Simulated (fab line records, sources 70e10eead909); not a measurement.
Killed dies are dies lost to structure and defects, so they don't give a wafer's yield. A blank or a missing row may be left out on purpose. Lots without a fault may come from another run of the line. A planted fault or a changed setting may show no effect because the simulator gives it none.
fab line records | flow nand_harc
record lots=7 wafers=19 last_day=24
route steps=1159 shown A_SLIT@802 A_SIN_REMOVE@804 A_WL_FILL@809
lots that met no fault: from a run of the same line without faults
start_h: hours from the record's first day to the start of the lot's first wafer shown | wait_h: hours since the lot's step before | " the same as in the row above | L1.1+2: a row that stands for several wafers | - no value, or no start given | * or withheld: withheld | < > ~ a bound
route shown NAME@n: a module of which the file shows steps, and the number in the route of the first | usual: mean/standard deviation of fault-free wafers | same: alike in all rows | chamber/n: place in a boat | sites: the reading at each site | _std_site: their standard deviation | _edge_site: outer sites' mean less inner sites' | radius_mm: how far each site lies from the wafer's centre | mask NAME#n: copy n | behind: the tool/chamber that last shaped the wafer | hold: why the lot was held/for how many hours/how that ended | device: the transistor (n, p or np) that didn't switch | end of line: the same wafers' tests at the end of the route | a step without rows: its recipe alone | killed: dies lost to structure and defects at the first sort, not the wafer's yield | map: a wafer's dies, x killed, . not, _ none there
set.NAME: the setting as run; set.NAME@STEP: as run at that earlier step | model.NAME: the simulator's own value behind a step, which no gauge read
lots at some steps of the route; a table a step, a row a wafer
services: from which hour (start_h, from the record's first day; less than 0 if before it) a tool's chamber was out of use, for how many hours, and why
## steps
# step NHARC_A_SLIT_SRD_20
# step NHARC_A_SLIT_CD_MEAS_21
# usual cd_nm=289.4/1
# columns lot.wafer tool chamber start_h wait_h cd_nm
L935.3 cd_sem-03 - 326.68 - 292.0
L935.4 " - " " 289.0
L935.5 " - " " 290.9
L946.1 cd_sem-02 - 386.70 - 288.6
L946.2 " - " " 289.4
L944.1 cd_sem-01 - 388.37 - 289.8
L944.2 " - " " 290.3
L947.1 cd_sem-01 - 404.33 - 289.8
L947.3 " - " " 288.6
L947.6 " - " " 289.4
L949.1 cd_sem-02 - 425.86 - 288.9
L949.3 " - " " 289.0
L949.6 " - " " 289.4
L950.1 cd_sem-02 - 427.08 - 289.4
L950.2 " - " " 290.4
L950.5 " - " " 290.4
L958.3 cd_sem-02 - 464.53 - 289.2
L958.4 " - " " 288.3
L958.6 " - " " 289.0
# step NHARC_A_SIN_REMOVE_WET_00
# recipe temp_c=160 time_s=15300 chemistry=H3PO4
# step NHARC_A_SIN_REMOVE_PRECLEAN_01
# recipe time_s=* temp_c=50 bath_age_min=0 chemistry=SC1
# step NHARC_A_SIN_REMOVE_SRD_02
# step NHARC_A_SIN_REMOVE_INSPECT_04
# usual raw_defect_count=309/83
# columns lot.wafer tool chamber start_h wait_h raw_defect_count
L935.3 defect_inspect-01 - 334.36 0.0 298
L935.4 " - " " 168
L935.5 " - " " 276
L946.1 defect_inspect-01 - 393.59 0.0 524
L946.2 " - " " 508
L944.1 defect_inspect-01 - 393.64 0.0 180
L944.2 " - " " 340
L947.1 defect_inspect-01 - 412.10 0.0 307
L947.3 " - " " 324
L947.6 " - " " 410
L949.1 defect_inspect-01 - 433.50 0.0 241
L949.3 " - " " 228
L949.6 " - " " 322
L950.1 defect_inspect-01 - 433.51 0.1 253
L950.2 " - " " 354
L950.5 " - " " 291
L958.3 defect_inspect-01 - 472.16 0.0 191
L958.4 " - " " 329
L958.6 " - " " 301
# step NHARC_A_WL_FILL_ALD_00
# recipe target_thk_a=30 pulse_time_s=3 ald_cycles=30 temp_c=300 material=Al2O3
# usual heater_power_w=473/36 precursor_pulse_height_rel=1.000/0.021
# columns lot.wafer tool chamber start_h wait_h heater_power_w precursor_pulse_height_rel
L935.3 ald_hk-03 2 334.45 0.1 452 0.994
L935.4 " 0 " " 528 0.998
L935.5 " 2 " " 464 1.020
L946.2 ald_hk-03 3 393.84 0.3 489 1.037
L946.1 " 2 " " 466 0.999
L944.2 ald_hk-03 3 394.84 1.2 476 1.021
L944.1 " 1 " " 449 0.997
L947.1 ald_hk-03 0 416.95 4.8 534 1.008
L947.3 " 2 " " 465 1.007
L947.6 " 0 " " 531 0.995
L949.3 ald_hk-03 3 433.57 0.1 479 0.998
L949.1 " 1 " " 456 1.015
L949.6 " 0 " " 536 0.988
L950.2 ald_hk-04 1 433.58 0.1 485 0.991
L950.1 " 3 " " 457 1.044
L950.5 " 1 " " 478 1.005
L958.4 ald_hk-01 0 472.28 0.1 474 1.007
L958.3 " 1 " " 416 1.003
L958.6 " 3 " " 535 1.010
# step NHARC_A_WL_FILL_RTA_01
# recipe temp_c=1000 time_s=5
# usual anneal_temp_c_max=1003.3/0.65 lamp_power_pct=32.7/2.2 lamp_zone_5_pct=32.7/2.3 lamp_zone_6_pct=32.6/2.2 wafer_temp_C_max=1004.1/0.9
# columns lot.wafer tool chamber start_h wait_h anneal_temp_c_max lamp_power_pct lamp_zone_5_pct lamp_zone_6_pct wafer_temp_C_max
L935.3 rtp_anneal-02 0 334.75 - 1003.2 34.4 34.4 34.3 1004.5
L935.4 " 0 " " 1003.0 34.4 34.4 34.3 1003.6
L935.5 " 0 " " 1003.7 34.4 34.4 34.3 1003.9
L946.1 rtp_anneal-02 0 394.29 0.2 1004.3 34.4 34.4 34.3 1003.5
L946.2 " 0 " " 1003.9 34.4 34.4 34.3 1004.6
L944.1 rtp_anneal-02 0 395.31 0.3 1002.8 34.4 34.4 34.4 1004.0
L944.2 " 0 " " 1003.1 34.4 34.4 34.4 1003.3
L947.1 rtp_anneal-02 0 417.21 - 1002.6 34.4 34.4 34.4 1003.9
L947.3 " 0 " " 1001.8 34.4 34.4 34.4 1003.3
L947.6 " 0 " " 1003.1 34.4 34.5 34.3 1004.6
L949.1 rtp_anneal-02 0 433.93 - 1003.8 34.3 34.3 34.3 1004.7
L949.3 " 0 " " 1004.6 34.3 34.4 34.3 1004.2
L949.6 " 0 " " 1003.2 34.3 34.4 34.3 1004.0
L950.1 rtp_anneal-02 0 434.10 - 1003.8 34.4 34.4 34.4 1004.6
L950.2 " 0 " " 1003.3 34.4 34.4 34.3 1004.2
L950.5 " 0 " " 1002.7 34.4 34.4 34.4 1003.9
L958.3 rtp_anneal-01 0 472.55 - 1003.4 29.8 29.7 29.7 1005.6
L958.4 " 0 " " 1003.0 29.8 29.8 29.7 1003.8
L958.6 " 0 " " 1003.2 29.8 29.8 29.6 1003.4
# step NHARC_A_WL_FILL_ALD_02
# recipe target_thk_a=20 pulse_time_s=3 ald_cycles=100 temp_c=450 material=TiN
# usual heater_power_w=1057/100 precursor_pulse_height_rel=1.001/0.02
# columns lot.wafer tool chamber start_h wait_h heater_power_w precursor_pulse_height_rel
L935.3 ald_metal-04 3 334.90 0.1 1134 0.976
L935.4 " 0 " " 1138 0.968
L935.5 " 3 " " 1092 0.985
L946.1 ald_metal-02 0 394.50 0.2 953 1.003
L946.2 " 3 " " 1171 1.032
L944.1 ald_metal-02 0 395.53 0.2 920 1.000
L944.2 " 3 " " 1155 1.000
L947.1 ald_metal-02 2 417.43 0.2 884 1.002
L947.3 " 3 " " 1132 0.996
L947.6 " 3 " " 1148 0.977
L949.1 ald_metal-03 2 434.22 0.3 1141 0.990
L949.3 " 3 " " 1025 0.992
L949.6 " 0 " " 1199 1.006
L950.2 ald_metal-04 0 434.31 0.2 1087 0.955
L950.1 " 2 " " 1079 1.016
L950.5 " 1 " " 955 0.992
L958.3 ald_metal-03 3 472.71 0.1 1021 1.000
L958.4 " 1 " " 948 1.003
L958.6 " 0 " " 1191 1.000
# step NHARC_A_WL_FILL_CVD_03
# recipe target_thk_a=400 temp_c=300 pressure_torr=40 wf6_flow_sccm=40 h2_flow_sccm=1600 ar_flow_sccm=1560 time_s=3302 material=W
# usual heater_power_w=466/11 mfc_wf6_sccm=39.99/0.11 throttle_valve_pct=7.97/0.28
# columns lot.wafer tool chamber start_h wait_h heater_power_w mfc_wf6_sccm throttle_valve_pct
L935.3 cvd_w-01 1 337.85 2.6 458 40.20 7.51
L935.4 " 0 " " 449 39.86 8.02
L935.5 " 0 " " 471 40.10 7.91
L946.1 cvd_w-01 1 397.32 2.4 448 40.00 7.60
L946.2 " 0 " " 455 39.91 8.06
L944.2 cvd_w-01 1 400.64 4.7 458 40.12 7.68
L944.1 " 0 " " 452 39.95 7.84
L947.1 cvd_w-01 0 417.87 0.1 464 39.92 8.14
L947.3 " 1 419.26 1.5 474 39.92 7.75
L947.6 " 1 " " 469 39.91 7.64
L950.1 cvd_w-01 0 434.75 0.1 465 39.94 7.96
L950.2 " 1 " " 453 40.15 7.70
L950.5 " 1 437.14 2.4 457 40.13 7.65
L949.1 cvd_w-02 0 435.05 0.5 477 40.17 8.02
L949.3 " 0 " " 488 39.94 7.99
L949.6 " 0 " " 480 40.06 8.01
L958.4 cvd_w-02 1 474.37 1.3 466 39.93 8.19
L958.3 " 0 " " 474 40.00 8.12
L958.6 " 0 " " 471 39.96 7.66
# step NHARC_A_WL_FILL_ETCHBACK_04
# recipe target_depth_a=600 time_s=120 chemistry=NF3
# usual drypump_motor_current_A=5.8/0.45 oes_product_au=1.000/0.011
# columns lot.wafer tool chamber start_h wait_h drypump_motor_current_A oes_product_au rf_hours_counter_h
L935.4 rie_metal-02 1 340.28 1.5 6.2 0.997 -
L935.3 " 0 " " 5.6 0.983 -
L935.5 " 0 " " 5.6 0.991 -
L946.2 rie_metal-02 1 400.58 2.3 6.2 0.773 0.0
L946.1 " 0 " " 5.6 0.773 0.0
L944.1 rie_metal-02 1 403.91 2.3 6.2 0.783 0.2
L944.2 " 0 " " 5.6 0.780 0.2
L947.1 rie_metal-02 1 421.15 2.8 6.2 0.786 0.8
L947.3 " 0 " " 5.6 0.990 -
L947.6 " 0 " " 5.6 0.978 -
L949.1 rie_metal-03 0 437.94 2.4 6.5 1.022 3.7
L949.3 " 1 " " 5.3 0.994 -
L949.6 " 1 " " 5.4 1.003 -
L950.2 rie_metal-01 0 438.11 2.4 5.2 1.000 2.1
L950.1 " 1 " " 5.7 1.011 3.6
L950.5 " 1 " " 5.7 1.017 -
L958.4 rie_metal-03 0 476.80 2.0 6.5 1.009 -
L958.3 " 1 " " 5.4 0.986 -
L958.6 " 0 " " 6.5 1.015 -
# step NHARC_A_WL_FILL_ETCHBACK_05
# recipe target_depth_a=220 time_s=60 temp_c=40 chemistry=Cl2/BCl3
# usual drypump_motor_current_A=5.8/0.44 oes_product_au=0.999/0.0098
# columns lot.wafer tool chamber start_h wait_h drypump_motor_current_A oes_product_au rf_hours_counter_h
L935.4 rie_metal-02 1 340.48 0.2 6.2 0.987 -
L935.3 " 0 " " 5.6 0.991 -
L935.5 " 0 " " 5.6 0.988 -
L946.2 rie_metal-02 1 400.83 0.2 6.2 1.014 0.1
L946.1 " 0 " " 5.6 0.999 0.1
L944.2 rie_metal-02 1 404.15 0.2 6.2 0.997 0.4
L944.1 " 0 " " 5.6 1.004 0.4
L947.1 rie_metal-02 0 421.40 0.2 5.6 0.990 0.9
L947.3 " 0 " " 5.6 0.988 -
L947.6 " 0 " " 5.6 0.997 -
L949.1 rie_metal-03 0 438.15 0.2 6.5 1.016 3.8
L949.3 " 0 " " 6.5 1.007 -
L949.6 " 0 " " 6.5 1.016 -
L950.2 rie_metal-01 0 438.35 0.2 5.1 0.996 2.3
L950.1 " 1 " " 5.6 1.008 3.8
L950.5 " 0 " " 5.2 0.994 -
L958.3 rie_metal-03 1 477.00 0.1 5.4 0.981 -
L958.4 " 0 " " 6.5 1.014 -
L958.6 " 0 " " 6.5 0.999 -
## services
# columns tool chamber start_h hours kind
ald_metal-03 - 322.00 10.0 pm
ald_hk-03 0 322.98 10.0 vent_cycle
ald_metal-04 2 323.53 3.0 repair
rie_metal-01 - 332.00 9.0 pm
ald_metal-04 - 333.72 1.0 repair
ald_metal-04 - 338.39 1.0 repair
rie_metal-01 - 356.09 1.7 repair
ald_metal-02 - 364.00 10.0 pm
ald_hk-04 - 365.33 10.0 pm
rie_metal-01 0 370.17 19.6 repair
rie_metal-02 - 377.56 0.6 repair
cvd_w-02 - 381.40 13.0 pm
rie_metal-02 - 388.00 9.0 pm
rie_metal-02 0 388.00 9.0 vent_cycle
rie_metal-02 1 388.00 9.0 vent_cycle
rie_metal-02 0 397.00 - clean
rie_metal-02 1 397.00 - clean
ald_metal-04 - 406.00 10.0 pm
ald_hk-01 - 407.71 10.0 pm
rie_metal-01 1 446.36 63.5 repair
ald_metal-04 1 448.65 3.8 repair
rie_metal-03 1 452.28 6.8 repair
rie_metal-03 - 453.00 9.0 pm
ald_hk-03 - 469.20 1.1 repair
## key
first_sign step=NHARC_A_WL_FILL_ETCHBACK_04 reading=oes_product_au direction=down sigmas=20 usual=1.000 struck=0.779
effect none on later readings
met_at NHARC_A_WL_FILL_ETCHBACK_04
struck_wafers L944.1,L944.2,L946.1,L946.2,L947.1
later_rows_left_out L944.1,L944.2,L946.1,L946.2,L947.1
sort_left_out L944.1,L944.2,L946.1,L946.2,L947.1
tester_left_out L944,L946,L947
onset_between 340.28 400.58
fault kind=process_parameter_drift tool=rie_metal-02 chamber=- onset_h=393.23 steps=NHARC_A_WL_FILL_ETCHBACK_04 channel=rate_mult offset=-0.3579 shape=step end_h=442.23 scope=struck_wafers_only
# tester_left_out: of these lots the tester's yield and bins aren't shown, on N5 and GAA mostly nor the transistor test; their killed dies are dies lost to structure and defects alone, not to doping, threshold or leakage, so they don't give the yield
# sort_left_out: the simulated sort isn't trusted on such a fault, so these wafers' sort isn't shown, and their yield isn't known
# later_rows_left_out: the simulator's readings of these wafers behind a module that went badly wrong aren't trusted and aren't shown, but for the sort
